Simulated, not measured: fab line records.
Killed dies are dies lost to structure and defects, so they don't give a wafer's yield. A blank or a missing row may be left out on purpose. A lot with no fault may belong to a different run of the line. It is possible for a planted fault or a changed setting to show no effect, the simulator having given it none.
fab line records	flow nandHarc
record: lots: 7	wafers: 21	lastDay: 25
route steps=1159 shown A_CONTACT@895 END@1159
lots with no fault: from the same line, run without faults
startH: start of the lot's first displayed wafer, in hours after the record's first day	waitH: time in hours since the lot's previous step	" same as the row above	L1.1+2: a row that stands for several wafers	- either no value or no given start	* or withheld: withheld	< > ~ a bound
route shown NAME@n: names a module that has steps shown in the file, with the first one's number in the route	usual: mean and standard deviation over wafers with no fault	same: alike in all rows	chamber/n: place in a boat	sites: per-site readings	_std_site: their standard deviation	_edge_site: mean of outer sites minus mean of inner sites	radiusMm: for every site, how far away it sits from the centre of the wafer	mask NAME#n: copy n	behind: the last tool/chamber to shape the wafer	hold: reason for holding the lot/hours on hold/outcome of the hold	device: the n, p or np transistor that did not switch	end of line: the route-end tests of the same wafers	where a step has no rows: the recipe by itself	killed: dies that structure and defects cost at the first sort, which is not the same as the wafer's yield	map: dies across one wafer; x = killed, . = not, _ = none there
set.NAME: the setting the step ran with; set.NAME@STEP: the setting that earlier step ran with	model.NAME: the simulator's own value behind a step, which no gauge read
lots seen at some steps along the route; tables by step, rows by wafer
services: a tool's chamber out of use, with start hour (startH, from the record's first day; less than 0 if before it), hours out, and reason
== steps ==
step: NHARC_A_CONTACT_DEVELOP_68
recipe: developTimeS: 35	devTempC: 23
step: NHARC_A_CONTACT_CD_MEAS_69
recipe: targetCdNm: 200	landingEnergyEv: 500
usual: cdNm: 199.7/0.52
lot.wafer	tool	chamber	startH	waitH	cdNm
L902.1	cdSem-02	0	386.41	-	199.3
L902.2	"	0	"	"	198.8
L902.5	"	0	"	"	199.4
L907.2	cdSem-01	0	410.07	-	199.9
L907.4	"	0	"	"	200.0
L907.5	"	0	"	"	199.5
L916.2	cdSem-02	0	461.84	-	199.4
L916.3	"	0	"	"	199.8
L916.4	"	0	"	"	199.3
L917.1	cdSem-02	0	472.70	-	199.4
L917.2	"	0	"	"	200.1
L917.3	"	0	"	"	199.4
L919.1	cdSem-01	0	488.90	-	200.0
L919.2	"	0	"	"	199.1
L919.3	"	0	"	"	200.1
L920.2	cdSem-03	0	490.56	-	199.2
L920.5	"	0	"	"	198.1
L920.6	"	0	"	"	199.6
L924.3	cdSem-02	0	522.59	-	198.9
L924.5	"	0	"	"	199.4
L924.6	"	0	"	"	199.3
step: NHARC_A_CONTACT_OVL_MEAS_70
usual: overlayXNm: -0.1/0.88	overlayYNm: -0.2/0.71
lot.wafer	tool	chamber	startH	waitH	overlayXNm	overlayYNm
L902.1	overlay-01	-	386.50	-	0.4	-1.0
L902.2	"	-	"	"	0.2	-1.5
L902.5	"	-	"	"	0.2	-0.5
L907.2	overlay-02	-	410.16	-	-0.8	-0.6
L907.4	"	-	"	"	-0.5	-1.1
L907.5	"	-	"	"	-0.6	-0.7
L916.2	overlay-01	-	461.93	-	-0.7	0.9
L916.3	"	-	"	"	-0.6	0.8
L916.4	"	-	"	"	-0.4	0.9
L917.1	overlay-01	-	472.81	-	-0.5	-1.1
L917.2	"	-	"	"	-0.1	-1.0
L917.3	"	-	"	"	0.0	-0.1
L919.1	overlay-01	-	488.99	-	-0.3	0.2
L919.2	"	-	"	"	-0.5	-0.2
L919.3	"	-	"	"	-1.0	0.3
L920.2	overlay-01	-	490.65	-	1.6	-0.6
L920.5	"	-	"	"	0.9	-0.2
L920.6	"	-	"	"	1.4	-0.1
L924.3	overlay-01	-	522.68	-	0.8	0.9
L924.5	"	-	"	"	0.6	0.5
L924.6	"	-	"	"	0.1	0.5
step: NHARC_A_CONTACT_INSPECT_71
usual: rawDefectCount: 30/14
lot.wafer	tool	chamber	startH	waitH	rawDefectCount
L902.1	defectInspect-01	-	386.54	0.0	43
L902.2	"	-	"	"	47
L902.5	"	-	"	"	32
L907.2	defectInspect-02	-	410.20	0.0	39
L907.4	"	-	"	"	25
L907.5	"	-	"	"	30
L916.2	defectInspect-01	-	461.97	0.0	37
L916.3	"	-	"	"	47
L916.4	"	-	"	"	41
L917.1	defectInspect-02	-	472.84	0.0	37
L917.2	"	-	"	"	33
L917.3	"	-	"	"	40
L919.1	defectInspect-01	-	489.02	0.0	49
L919.2	"	-	"	"	46
L919.3	"	-	"	"	51
L920.2	defectInspect-01	-	490.69	0.0	48
L920.5	"	-	"	"	39
L920.6	"	-	"	"	42
L924.3	defectInspect-02	-	522.71	0.0	43
L924.5	"	-	"	"	45
L924.6	"	-	"	"	50
step: NHARC_A_CONTACT_DESCUM_74
recipe: timeS: 3	o2FlowSccm: 200	arFlowSccm: 0	biasPowerW: 0	chemistry: O2
step: NHARC_A_CONTACT_ETCH_75
recipe: targetDepthA: 390	overEtchFrac: 0.3	timeS: 65	ionEnergyEv: 80	cf4FlowSccm: 150	arFlowSccm: 0	rfW: 300	biasW: 100	chemistry: CF4
usual: biasW: 100.0/0.31	cf4FlowSccm: 150.0/0.47	drypumpMotorCurrentA: 5.7/0.38	oesProductAu: 1.001/0.0086	rfVppV: 150.8/1.1	showerheadPlenumPTorr: 1.73/0.06	throttleValvePct: 13.284/0.0085
lot.wafer	tool	chamber	startH	waitH	biasW	cf4FlowSccm	drypumpMotorCurrentA	oesProductAu	rfHoursCounterH	rfVppV	showerheadPlenumPTorr	throttleValvePct
L902.2	rieDiel-07	1	386.69	0.1	99.5	149.5	5.6	1.001	51	152.9	1.75	13.293
L902.1	"	2	"	"	100.1	150.9	5.9	1.007	54	150.7	1.77	13.289
L902.5	"	1	"	"	100.0	150.4	5.6	1.002	-	151.5	1.75	13.285
L907.4	rieDiel-13	3	410.45	0.2	100.4	149.8	6.0	1.016	20	152.6	1.81	13.278
L907.2	"	1	"	"	100.1	149.8	5.5	1.002	21	149.3	1.69	13.293
L907.5	"	2	"	"	100.0	149.6	5.9	1.015	-	150.6	1.70	13.273
L916.3	rieDiel-01	3	462.13	0.1	100.2	149.8	5.3	0.994	54	150.9	1.72	13.287
L916.2	"	0	"	"	99.6	149.7	6.7	1.008	53	149.7	1.64	13.283
L916.4	"	1	"	"	100.4	150.7	5.1	0.993	45	150.1	1.66	13.282
L917.3	rieDiel-13	1	472.99	0.1	100.5	149.7	5.4	0.992	1	151.2	1.69	13.295
L917.2	"	3	"	"	100.0	150.2	6.0	1.000	1	151.7	1.80	13.280
L917.1	"	0	"	"	100.0	150.5	5.2	1.001	1	149.9	1.68	13.279
L919.3	rieDiel-01	2	489.18	0.1	100.4	150.2	6.0	0.999	62	152.2	1.79	13.285
L919.2	"	3	"	"	100.2	149.4	5.3	0.994	67	151.1	1.72	13.285
L919.1	"	0	"	"	100.4	149.2	6.7	1.003	66	149.9	1.64	13.297
L920.2	rieDiel-07	2	490.83	0.1	100.3	149.4	5.9	0.988	24	152.1	1.76	13.282
L920.6	"	2	"	"	100.2	150.1	5.9	0.991	-	151.2	1.76	13.267
L920.5	"	3	"	"	100.3	150.4	5.3	1.000	-	151.5	1.73	13.284
L924.3	rieDiel-13	1	522.93	0.1	100.7	149.6	5.5	0.996	12	150.5	1.69	13.279
L924.5	"	3	"	"	100.1	149.4	6.0	0.992	-	152.5	1.80	13.297
L924.6	"	0	"	"	100.2	150.5	5.2	1.007	-	150.9	1.67	13.284
step: NHARC_A_CONTACT_ETCH_76
recipe: targetDepthA: 2600	overEtchFrac: 0.3	timeS: 475.3	ionEnergyEv: 200	n2FlowSccm: 150	h2FlowSccm: 150	arFlowSccm: 0	rfW: 400	biasW: 150	chemistry: N2/H2
usual: biasW: 150.0/0.47	chamberPressureMTorr: 29.998/0.025	drypumpMotorCurrentA: 5.7/0.38	oesProductAu: 1.001/0.0091	rfVppV: 429.2/2.2	showerheadPlenumPTorr: 1.99/0.076	throttleValvePct: 14.171/0.0093
lot.wafer	tool	chamber	startH	waitH	biasW	chamberPressureMTorr	drypumpMotorCurrentA	oesProductAu	rfHoursCounterH	rfVppV	showerheadPlenumPTorr	throttleValvePct
L902.2	rieDiel-07	2	-	-	150.4	30.006	5.9	1.000	54	431.0	2.04	14.173
L902.1	"	3	"	"	149.8	30.040	5.3	0.997	55	428.4	2.00	14.163
L902.5	"	1	"	"	150.0	30.019	5.6	1.005	-	429.1	2.01	14.169
L907.2	rieDiel-13	0	-	-	150.2	30.022	5.2	0.995	20	427.5	1.93	14.174
L907.4	"	3	"	"	150.4	29.996	6.0	1.006	20	432.1	2.09	14.157
L907.5	"	0	"	"	150.2	30.006	5.2	0.997	-	427.0	1.93	14.178
L916.3	rieDiel-01	1	-	-	149.8	30.008	5.1	0.993	45	426.6	1.91	14.170
L916.2	"	2	"	"	150.4	29.986	6.1	1.002	51	432.2	2.08	14.178
L916.4	"	0	"	"	150.1	29.992	6.7	1.006	54	425.9	1.88	14.168
L917.1	rieDiel-13	2	-	-	150.7	29.982	6.0	0.999	2	428.9	1.95	14.164
L917.3	"	3	"	"	149.7	30.019	6.0	1.001	1	431.8	2.08	14.181
L917.2	"	1	"	"	150.7	30.003	5.4	0.993	1	427.5	1.94	14.180
L919.1	rieDiel-01	3	-	-	149.4	29.943	5.4	0.992	67	428.2	1.98	14.168
L919.2	"	1	"	"	149.4	29.961	5.1	0.989	57	427.4	1.90	14.161
L919.3	"	2	"	"	149.9	29.995	6.0	1.001	63	431.8	2.07	14.160
L920.2	rieDiel-07	1	-	-	150.2	30.026	5.6	0.995	25	428.2	2.00	14.186
L920.5	"	3	"	"	149.2	30.028	5.3	1.006	-	430.1	1.99	14.170
L920.6	"	0	"	"	150.2	29.981	5.8	1.002	-	435.0	2.16	14.157
L924.3	rieDiel-13	2	-	-	150.0	29.969	6.0	0.999	12	428.5	1.95	14.167
L924.5	"	0	"	"	149.9	29.984	5.2	1.016	-	426.8	1.92	14.173
L924.6	"	1	"	"	150.1	29.986	5.4	0.994	-	427.9	1.93	14.169
step: NHARC_A_CONTACT_ETCH_77
recipe: targetDepthA: 726	timeS: 36.3	cf4FlowSccm: 100	chf3FlowSccm: 30	arFlowSccm: 0	rfW: 500	biasW: 200	chemistry: CF4/CHF3
usual: biasW: 199.9/0.55	cf4FlowSccm: 100.0/0.31	drypumpMotorCurrentA: 5.7/0.38	oesProductAu: 0.933/0.018	rfVppV: 369.5/2	showerheadPlenumPTorr: 1.54/0.055	throttleValvePct: 16.802/0.011
lot.wafer	tool	chamber	startH	waitH	biasW	cf4FlowSccm	drypumpMotorCurrentA	oesProductAu	rfHoursCounterH	rfVppV	showerheadPlenumPTorr	throttleValvePct
L902.1	rieDiel-07	1	-	-	200.2	100.3	5.6	0.931	52	369.8	1.55	16.805
L902.2	"	2	"	"	199.7	100.6	5.9	0.926	54	370.0	1.58	16.808
L902.5	"	0	"	"	200.5	100.1	5.8	0.930	-	373.6	1.67	16.794
L907.4	rieDiel-13	0	-	-	199.2	100.4	5.2	0.927	21	367.9	1.49	16.795
L907.2	"	1	"	"	199.6	99.9	5.5	0.910	22	368.6	1.50	16.795
L907.5	"	0	"	"	200.3	99.9	5.2	0.929	-	367.7	1.49	16.783
L916.4	rieDiel-01	2	-	-	199.0	100.4	6.0	0.930	52	370.7	1.60	16.818
L916.3	"	3	"	"	199.1	100.4	5.3	0.923	55	370.1	1.53	16.779
L916.2	"	0	"	"	199.9	100.1	6.7	0.936	54	367.9	1.46	16.800
L917.3	rieDiel-13	0	-	-	200.0	100.3	5.2	0.978	1	367.8	1.49	16.818
L917.1	"	1	"	"	200.8	99.8	5.4	0.947	1	367.9	1.50	16.803
L917.2	"	2	"	"	199.6	100.1	6.0	0.965	2	367.4	1.51	16.788
L919.3	rieDiel-01	0	-	-	200.2	99.9	6.7	0.922	67	366.2	1.45	16.802
L919.1	"	2	"	"	199.5	100.0	6.0	0.930	63	371.0	1.60	16.801
L919.2	"	3	"	"	199.8	99.8	5.4	0.905	67	367.3	1.53	16.788
L920.2	rieDiel-07	1	-	-	200.4	99.6	5.6	0.904	25	369.3	1.54	16.789
L920.5	"	3	"	"	198.6	99.7	5.2	0.915	-	369.1	1.54	16.802
L920.6	"	0	"	"	200.3	100.4	5.8	0.920	-	374.4	1.66	16.804
L924.3	rieDiel-13	3	-	-	199.7	99.7	6.0	0.920	12	370.3	1.60	16.796
L924.5	"	1	"	"	199.9	100.3	5.4	0.917	-	367.0	1.50	16.799
L924.6	"	2	"	"	199.9	100.0	5.9	0.922	-	368.2	1.51	16.793
step: NHARC_A_CONTACT_ETCH_78
recipe: targetDepthA: 28000	overEtchFrac: 0.3	timeS: 728	ionEnergyEv: 150	o2FlowSccm: 400	cosFlowSccm: 20	arFlowSccm: 0	rfW: 500	biasW: 300	chemistry: O2/COS
step: NHARC_A_CONTACT_ETCH_124
recipe: sourceW: withheld	pressureMtorr: 20	biasV: withheld	timeS: 140	targetDepthA: 7000	arFlowSccm: withheld	c4f8FlowSccm: withheld	o2FlowSccm: withheld	chemistry: C4F8/O2/Ar
usual: chamberPressureMTorr: 20.001/0.018	oesAirLineAu: 1.003/0.02
lot.wafer	tool	chamber	startH	waitH	chamberPressureMTorr	oesAirLineAu	rfHoursCounterH
L902.2	harCapEtch-01	1	387.72	-	20.004	0.999	59
L902.1	"	0	"	"	20.011	1.001	59
L902.5	"	1	"	"	19.985	1.015	-
L907.2	harCapEtch-02	0	411.65	-	19.994	1.041	15
L907.4	"	1	"	"	19.995	1.000	-
L907.5	"	1	"	"	20.022	0.987	-
L916.2	harCapEtch-02	1	463.39	-	20.002	1.014	25
L916.3	"	0	"	"	19.984	1.035	-
L916.4	"	1	"	"	20.008	0.998	-
L917.1	harCapEtch-01	1	474.04	-	20.004	1.001	76
L917.2	"	0	"	"	19.980	0.977	76
L917.3	"	0	"	"	20.000	1.005	-
L919.2	harCapEtch-01	0	490.21	-	20.023	1.006	78
L919.1	"	1	"	"	19.970	0.992	78
L919.3	"	0	"	"	20.019	0.985	-
L920.2	harCapEtch-03	0	491.87	-	20.003	1.003	99
L920.5	"	0	"	"	20.009	1.006	-
L920.6	"	1	"	"	20.005	0.985	-
L924.3	harCapEtch-03	0	524.24	-	20.004	1.000	-
L924.5	"	1	"	"	20.028	1.001	-
L924.6	"	0	"	"	20.013	0.973	-
step: NHARC_A_CONTACT_ETCH_125
recipe: sourceW: withheld	pressureMtorr: 20	biasV: 1200	timeS: 155	targetDepthA: 9560	arFlowSccm: withheld	c4f8FlowSccm: withheld	o2FlowSccm: withheld	chemistry: C4F8/O2/Ar
step: NHARC_A_CONTACT_ETCH_126
recipe: sourceW: withheld	pressureMtorr: 20	biasV: 1200	timeS: 155	targetDepthA: 9560	arFlowSccm: withheld	c4f8FlowSccm: withheld	o2FlowSccm: withheld	chemistry: C4F8/O2/Ar
step: NHARC_A_CONTACT_ETCH_127
recipe: sourceW: withheld	pressureMtorr: 20	biasV: 1200	timeS: 155	targetDepthA: 9560	arFlowSccm: withheld	c4f8FlowSccm: withheld	o2FlowSccm: withheld	chemistry: C4F8/O2/Ar
usual: chamberPressureMTorr: 19.998/0.017	oesAirLineAu: 0.999/0.021
lot.wafer	tool	chamber	startH	waitH	chamberPressureMTorr	oesAirLineAu	rfHoursCounterH
L902.2	harCapEtch-01	1	388.21	0.1	19.995	0.998	60
L902.1	"	0	"	"	20.030	1.014	60
L902.5	"	1	"	"	20.011	0.995	-
L907.2	harCapEtch-02	0	412.13	0.1	19.982	1.001	16
L907.4	"	1	"	"	20.013	1.000	-
L907.5	"	1	"	"	20.007	1.005	-
L916.2	harCapEtch-02	1	463.86	0.1	-	-	-
L916.3	"	0	"	"	-	-	-
L916.4	"	1	"	"	-	-	-
L917.1	harCapEtch-01	1	474.53	0.1	-	-	-
L917.2	"	0	"	"	-	-	-
L917.3	"	0	"	"	-	-	-
L919.2	harCapEtch-01	0	490.69	0.1	-	-	-
L919.1	"	1	"	"	-	-	-
L919.3	"	0	"	"	-	-	-
L920.2	harCapEtch-03	0	492.36	0.1	19.980	1.049	99
L920.5	"	0	"	"	19.964	1.018	-
L920.6	"	1	"	"	20.003	1.018	-
L924.3	harCapEtch-03	0	524.69	0.1	20.020	1.021	-
L924.5	"	1	"	"	19.992	0.969	-
L924.6	"	0	"	"	20.020	0.985	-
step: NHARC_A_CONTACT_ETCH_128
recipe: sourceW: withheld	pressureMtorr: 20	biasV: 1200	timeS: 155	targetDepthA: 9560	arFlowSccm: withheld	c4f8FlowSccm: withheld	o2FlowSccm: withheld	chemistry: C4F8/O2/Ar
usual: chamberPressureMTorr: 20.000/0.019	oesAirLineAu: 1.000/0.02
lot.wafer	tool	chamber	startH	waitH	chamberPressureMTorr	oesAirLineAu	rfHoursCounterH
L902.2	harCapEtch-01	1	388.35	0.1	19.995	0.994	60
L902.1	"	0	"	"	19.991	1.019	60
L902.5	"	1	"	"	20.018	0.985	-
L907.2	harCapEtch-02	0	412.27	0.1	19.996	0.994	16
L907.4	"	1	"	"	20.014	0.997	-
L907.5	"	1	"	"	20.012	1.023	-
L916.2	harCapEtch-02	1	464.01	0.1	20.004	1.036	26
L916.3	"	0	"	"	19.979	0.997	-
L916.4	"	1	"	"	20.007	0.991	-
L917.1	harCapEtch-01	1	474.67	0.1	19.999	0.991	77
L917.2	"	0	"	"	19.951	0.989	77
L917.3	"	0	"	"	20.010	1.019	-
L919.2	harCapEtch-01	0	490.83	0.1	19.976	0.967	79
L919.1	"	1	"	"	19.974	0.997	79
L919.3	"	0	"	"	20.012	0.978	-
L920.2	harCapEtch-03	0	492.50	0.1	20.029	1.002	99
L920.5	"	0	"	"	20.023	1.006	-
L920.6	"	1	"	"	20.015	1.029	-
L924.3	harCapEtch-03	0	524.83	0.1	20.006	0.964	-
L924.5	"	1	"	"	19.989	0.999	-
L924.6	"	0	"	"	20.040	0.990	-
step: NHARC_END_SORT_01
recipe: tempC: 25
usual: killedAtArray: 29/10	killedAtOther: 0.7/1.1	killedAtPeriphery: 3.2/2.2	killedDies: 33/11	killedOpen: 3.5/1.8	killedShort: 2.0/1.4
same: grossDies: 677
lot.wafer	tool	chamber	startH	waitH	killedAtArray	killedAtOther	killedAtPeriphery	killedDies	killedOpen	killedShort
L917.1	prober-01	0	534.30	2.5	674	1	2	677	4	0
L917.2	prober-01	0	535.11	2.8	675	1	1	677	4	3
L917.3	prober-01	0	535.91	3.1	674	1	2	677	3	3
L916.2	prober-02	0	542.95	2.8	675	0	2	677	2	1
L916.3	prober-02	0	543.75	3.1	675	0	2	677	2	1
L916.4	prober-02	0	544.56	3.4	675	0	2	677	1	2
L919.1	prober-02	0	558.65	2.5	672	0	5	677	2	0
L919.2	prober-02	0	559.46	2.8	672	0	5	677	5	3
L919.3	prober-02	0	560.26	3.1	673	1	3	677	3	2
killed by level:class
L917.1 A_CONTACT:areaEtch=643 A_CHANNEL_HOLE_D1:chamberFilmFlake=24 A_SGD_CUT:chamberFilmFlake=3 A_CONTACT:chamberFilmFlake=2 P_CONTACT:geometricParticle:open=1 P_M2:geometricParticle:open=1 A_ONON_D1:geometricParticle:open=1 A_WL_FILL:geometricParticle:open=1
L917.2 A_CONTACT:areaEtch=646 A_CHANNEL_HOLE_D1:chamberFilmFlake=17 A_CONTACT:chamberFilmFlake=2 A_ONON_D1:geometricParticle:short=1 A_ONON_D1:geometricParticle:open=1 A_CHANNEL_HOLE_D1:geometricParticle:open=1 A_STAIRCASE:geometricParticle:short=1 A_WL_FILL:geometricParticle:open=1
L917.3 A_CONTACT:areaEtch=643 A_CHANNEL_HOLE_D1:chamberFilmFlake=19 A_CONTACT:chamberFilmFlake=5 P_CONTACT:geometricParticle:short=1 P_M0:geometricParticle:open=1 A_CHANNEL_HOLE_D1:geometricParticle:short=1 A_CHANNEL_FILL_D1:geometricParticle:open=1 A_CONTACT:geometricParticle:open=1
L916.2 A_CONTACT:areaEtch=645 A_CHANNEL_HOLE_D1:chamberFilmFlake=11 A_SLIT:chamberFilmFlake=9 A_CONTACT:chamberFilmFlake=3 A_CHANNEL_FILL_D1:chamberFilmFlake=2 A_CHANNEL_FILL_D1:geometricParticle:open=1 A_CHANNEL_FILL_D1:geometricParticle:short=1 A_M0:geometricParticle:open=1
L916.3 A_CONTACT:areaEtch=642 A_CHANNEL_HOLE_D1:chamberFilmFlake=18 A_SLIT:chamberFilmFlake=9 P_STI:chamberFilmFlake=2 A_CONTACT:chamberFilmFlake=2 A_SGD_CUT:geometricParticle:short=1 A_CONTACT:geometricParticle:open=1 A_M1:geometricParticle:open=1
L916.4 A_CONTACT:areaEtch=637 A_CHANNEL_HOLE_D1:chamberFilmFlake=20 A_SLIT:chamberFilmFlake=13 A_WL_FILL:geometricParticle:short=2 P_GATE:geometricParticle:open=1 P_STI:chamberFilmFlake=1 A_STAIRCASE:chamberFilmFlake=1 A_CONTACT:chamberFilmFlake=1
L919.1 A_CONTACT:areaEtch=633 A_SLIT:chamberFilmFlake=17 A_CHANNEL_HOLE_D1:chamberFilmFlake=16 P_M0:chamberFilmFlake=4 A_CONTACT:chamberFilmFlake=4 A_ONON_D1:geometricParticle:open=2 P_STI:chamberFilmFlake=1
L919.2 A_CONTACT:areaEtch=633 A_CHANNEL_HOLE_D1:chamberFilmFlake=17 A_SLIT:chamberFilmFlake=13 A_CONTACT:chamberFilmFlake=3 A_CONTACT:geometricParticle:open=2 P_M0:chamberFilmFlake=2 P_GATE:geometricParticle:open=1 P_GATE:geometricParticle:short=1
L919.3 A_CONTACT:areaEtch=628 A_SLIT:chamberFilmFlake=18 A_CHANNEL_HOLE_D1:chamberFilmFlake=16 A_CONTACT:chamberFilmFlake=4 P_M0:chamberFilmFlake=2 A_ZERO_WELL:chamberFilmFlake=2 A_ONON_D1:geometricParticle:open=1 A_CHANNEL_FILL_D1:geometricParticle:short=1
map L916.2 (x killed, . not)
____________x____________
_________xxxxxxx_________
_______xxxxxxxxxxx_______
______xxxxxxxxxxxxx______
_____xxxxxxxxxxxxxxx_____
____xxxxxxxxxxxxxxxxx____
____xxxxxxxxxxxxxxxxx____
___xxxxxxxxxxxxxxxxxxx___
___xxxxxxxxxxxxxxxxxxx___
__xxxxxxxxxxxxxxxxxxxxx__
__xxxxxxxxxxxxxxxxxxxxx__
_xxxxxxxxxxxxxxxxxxxxxxx_
_xxxxxxxxxxxxxxxxxxxxxxx_
_xxxxxxxxxxxxxxxxxxxxxxx_
_xxxxxxxxxxxxxxxxxxxxxxx_
_xxxxxxxxxxxxxxxxxxxxxxx_
xxxxxxxxxxxxxxxxxxxxxxxxx
xxxxxxxxxxxxxxxxxxxxxxxxx
xxxxxxxxxxxxxxxxxxxxxxxxx
xxxxxxxxxxxxxxxxxxxxxxxxx
xxxxxxxxxxxxxxxxxxxxxxxxx
_xxxxxxxxxxxxxxxxxxxxxxx_
_xxxxxxxxxxxxxxxxxxxxxxx_
_xxxxxxxxxxxxxxxxxxxxxxx_
_xxxxxxxxxxxxxxxxxxxxxxx_
_xxxxxxxxxxxxxxxxxxxxxxx_
__xxxxxxxxxxxxxxxxxxxxx__
__xxxxxxxxxxxxxxxxxxxxx__
___xxxxxxxxxxxxxxxxxxx___
___xxxxxxxxxxxxxxxxxxx___
____xxxxxxxxxxxxxxxxx____
____xxxxxxxxxxxxxxxxx____
_____xxxxxxxxxxxxxxx_____
______xxxxxxxxxxxxx______
_______xxxxxxxxxxx_______
_________xxxxxxx_________
____________x____________
map L917.1 (x killed, . not)
____________x____________
_________xxxxxxx_________
_______xxxxxxxxxxx_______
______xxxxxxxxxxxxx______
_____xxxxxxxxxxxxxxx_____
____xxxxxxxxxxxxxxxxx____
____xxxxxxxxxxxxxxxxx____
___xxxxxxxxxxxxxxxxxxx___
___xxxxxxxxxxxxxxxxxxx___
__xxxxxxxxxxxxxxxxxxxxx__
__xxxxxxxxxxxxxxxxxxxxx__
_xxxxxxxxxxxxxxxxxxxxxxx_
_xxxxxxxxxxxxxxxxxxxxxxx_
_xxxxxxxxxxxxxxxxxxxxxxx_
_xxxxxxxxxxxxxxxxxxxxxxx_
_xxxxxxxxxxxxxxxxxxxxxxx_
xxxxxxxxxxxxxxxxxxxxxxxxx
xxxxxxxxxxxxxxxxxxxxxxxxx
xxxxxxxxxxxxxxxxxxxxxxxxx
xxxxxxxxxxxxxxxxxxxxxxxxx
xxxxxxxxxxxxxxxxxxxxxxxxx
_xxxxxxxxxxxxxxxxxxxxxxx_
_xxxxxxxxxxxxxxxxxxxxxxx_
_xxxxxxxxxxxxxxxxxxxxxxx_
_xxxxxxxxxxxxxxxxxxxxxxx_
_xxxxxxxxxxxxxxxxxxxxxxx_
__xxxxxxxxxxxxxxxxxxxxx__
__xxxxxxxxxxxxxxxxxxxxx__
___xxxxxxxxxxxxxxxxxxx___
___xxxxxxxxxxxxxxxxxxx___
____xxxxxxxxxxxxxxxxx____
____xxxxxxxxxxxxxxxxx____
_____xxxxxxxxxxxxxxx_____
______xxxxxxxxxxxxx______
_______xxxxxxxxxxx_______
_________xxxxxxx_________
____________x____________
== services ==
tool	chamber	startH	hours	kind
rieDiel-13	0	383.23	-	clean
rieDiel-13	1	383.23	-	clean
rieDiel-13	2	383.23	-	clean
rieDiel-13	3	383.23	-	clean
rieDiel-01	1	385.95	10.3	repair
rieDiel-13	2	401.11	8.7	repair
rieDiel-07	-	405.57	9.0	pm
rieDiel-13	0	407.97	-	clean
rieDiel-13	1	407.97	-	clean
rieDiel-13	3	407.97	-	clean
harCapEtch-03	-	429.71	0.7	repair
rieDiel-13	0	432.47	-	clean
rieDiel-13	1	432.47	-	clean
rieDiel-13	2	432.47	-	clean
rieDiel-13	3	432.47	-	clean
rieDiel-13	-	453.26	9.0	pm
rieDiel-13	0	453.26	9.0	ventCycle
rieDiel-13	1	453.26	9.0	ventCycle
rieDiel-13	2	453.26	9.0	ventCycle
rieDiel-13	3	453.26	9.0	ventCycle
rieDiel-13	0	462.26	-	clean
harCapEtch-02	-	472.27	0.2	repair
rieDiel-01	-	491.93	9.0	pm
harCapEtch-02	-	504.24	2.4	repair
== key ==
firstSign: step: NHARC_A_CONTACT_ETCH_127	reading: toolRecord	direction: missing
effect: step: NHARC_END_SORT_01	reading: killedAtArray	direction: up	sigmas: 63	usual: 29	struck: 674
moreKillsBornAt: NHARC_A_CONTACT_ETCH_127@harCapEtch-01: 3826	NHARC_A_CONTACT_ETCH_127@harCapEtch-02: 1924
metAt NHARC_A_CONTACT_ETCH_127
struckWafers L916.2,L916.3,L916.4,L917.1,L917.2,L917.3,L919.1,L919.2,L919.3
laterRowsLeftOut L916.2,L916.3,L916.4,L917.1,L917.2,L917.3,L919.1,L919.2,L919.3
testerLeftOut L916,L917,L919
onsetBetween 412.13 463.86
fault: kind: skippedStepWhole	tool: harCapEtch-01,harCapEtch-02	chamber: -	onsetH: 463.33	steps: NHARC_A_CONTACT_ETCH_127	scope: struckLotsOnly
testerLeftOut: of these lots the tester's yield and bins aren't shown, on N5 and GAA mostly nor the transistor test; their killed dies are dies lost to structure and defects alone, not to doping, threshold or leakage, so they don't give the yield
laterRowsLeftOut: the simulator's readings of these wafers behind a module that went badly wrong aren't trusted and aren't shown, but for the sort
